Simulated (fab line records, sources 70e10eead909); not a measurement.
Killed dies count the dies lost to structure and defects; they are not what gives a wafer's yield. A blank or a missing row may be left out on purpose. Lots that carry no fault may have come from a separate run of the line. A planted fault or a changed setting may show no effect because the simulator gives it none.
Comparing a struck lot with a sound one	flow nand-harc	25 steps out of a route of 1159
Sound: wafers L809.1, L809.2, L809.6. The struck wafers were L817.3, L817.4, L817.6. Last of all comes the cause.
Order at every step that has rows: each side's tool, ch and its chambers, its first start. Under that, the readings that differ: sound wafers	struck wafers	difference of the means	sigmas: that difference in standard deviations of wafers without a fault.
alike: readings whose means differ by less than 2 such deviations, and words and numbers that are the same on both sides. not compared: withheld readings, readings that some wafer has no value for, bounds like >300 that may hide the same value, and numbers for which the record gives no deviation and whose values overlap.
Wherever a step has rows on one side only, a row that says differs or no value, or a row with sigmas, the two part there. Numbers that don't overlap but have no deviation are shown without sigmas and don't part them. Lack of a reading on every wafer of one side parts them only where that side has two or more wafers.

first, 8 steps without rows for these wafers: NHARC_A_CHANNEL_HOLE_D1_DESCUM_15 (chemistry O2, time 3 s); NHARC_A_CHANNEL_HOLE_D1_ETCH_38 (etches the open film in CF4, target depth 39 nm, time 65 s); NHARC_A_CHANNEL_HOLE_D1_ETCH_39 (etches the open film in N2/H2, target depth 260 nm, time 325 s); NHARC_A_CHANNEL_HOLE_D1_ETCH_34 (etches the open film in CF4/CHF3, target depth 154 nm, time 77 s); NHARC_A_CHANNEL_HOLE_D1_ETCH_16 (etches the open film in O2/COS, target depth 3100 nm, time 806 s); NHARC_A_CHANNEL_HOLE_D1_ETCH_19 (etches the open film in C4F8/O2/Ar, time 34.5 s); NHARC_A_CHANNEL_HOLE_D1_ETCH_20 (etches the open film in C4F8/O2/Ar, time 361.9 s, target depth 1600 nm); NHARC_A_CHANNEL_HOLE_D1_ETCH_21 (etches the open film in C4F8/O2/Ar, time 514.3 s, target depth 1600 nm).
NHARC_A_CHANNEL_HOLE_D1_ETCH_22: etches the open film in C4F8/O2/Ar, time 666.7 s, target depth 1600 nm.
  sound on har-etch-02 ch 0,1, day 11 22:22; struck on har-etch-02 ch 0,1, day 13 05:11
  alike: c4f8-flow-sccm, drypump-motor-current-A, he-backside-leak-sccm, showerhead-plenum-p-Torr, throttle-valve-pct
  not compared: rf-hours-counter-h
then, 13 steps without rows for these wafers: NHARC_A_CHANNEL_HOLE_D1_ETCH_23 (etches the open film in C4F8/O2/Ar, time 819 s, target depth 1600 nm); NHARC_A_CHANNEL_HOLE_D1_ETCH_24 (etches the open film in C4F8/O2/Ar, time 906.2 s, target depth 1500 nm); NHARC_A_CHANNEL_HOLE_D1_ETCH_25 (etches the open film in C4F8/O2/Ar, time 1040.2 s, target depth 1500 nm); NHARC_A_CHANNEL_HOLE_D1_ETCH_26 (etches the open film in C4F8/O2/Ar, time 224.1 s, target depth 300 nm); NHARC_A_CHANNEL_HOLE_D1_ETCH_33 (etches the open film in C4F8/O2/Ar, time 90 s, target depth 400 nm); NHARC_A_CHANNEL_HOLE_D1_STRIP_41 (strips in N2/H2); NHARC_A_CHANNEL_HOLE_D1_STRIP_42 (strips in CF4/CHF3); NHARC_A_CHANNEL_HOLE_D1_STRIP_43 (strips in O2/COS); NHARC_A_CHANNEL_HOLE_D1_ETCH_44 (etches the open film in CF4/O2, target depth 140 nm, overetch 14 nm, time 77 s); NHARC_A_CHANNEL_HOLE_D1_STRIP_27 (strips in O2); NHARC_A_CHANNEL_HOLE_D1_PRECLEAN_28 (cleans in SC1); NHARC_A_CHANNEL_HOLE_D1_SRD_29; NHARC_A_CHANNEL_HOLE_D1_XSEM_31.
NHARC_A_CHANNEL_HOLE_D1_INSPECT_40:
  sound on defect-inspect-02, day 12 03:14; struck on defect-inspect-02, day 13 09:51
reading	sound	struck	difference	sigmas
raw-defect-count	49 55 59	327 298 329	+264	+15
then, 1 step without rows for these wafers: NHARC_A_CHANNEL_FILL_D1_PRECLEAN_00 (cleans in SC1).
-- record jumps: 12 days between struck wafers' starts before vs after; left off in module A_CHANNEL_FILL_D1, resumes in module END, first step shown is number 1159 of the route --
NHARC_END_SORT_01:
  sound on prober-02 ch 0, day 24 20:24; struck on prober-01 ch 0, day 25 20:52
reading	sound	struck	difference	sigmas
killed-at-array	36 28 37	66 55 79	+33	+4
killed-dies	43 31 40	69 59 79	+31	+3
  alike: killed-at-other, killed-at-periphery, killed-open, killed-short

WHERE THEY PART
First at NHARC_A_CHANNEL_HOLE_D1_INSPECT_40; last, within this record, at NHARC_END_SORT_01.

WHY: whatever the simulator had introduced
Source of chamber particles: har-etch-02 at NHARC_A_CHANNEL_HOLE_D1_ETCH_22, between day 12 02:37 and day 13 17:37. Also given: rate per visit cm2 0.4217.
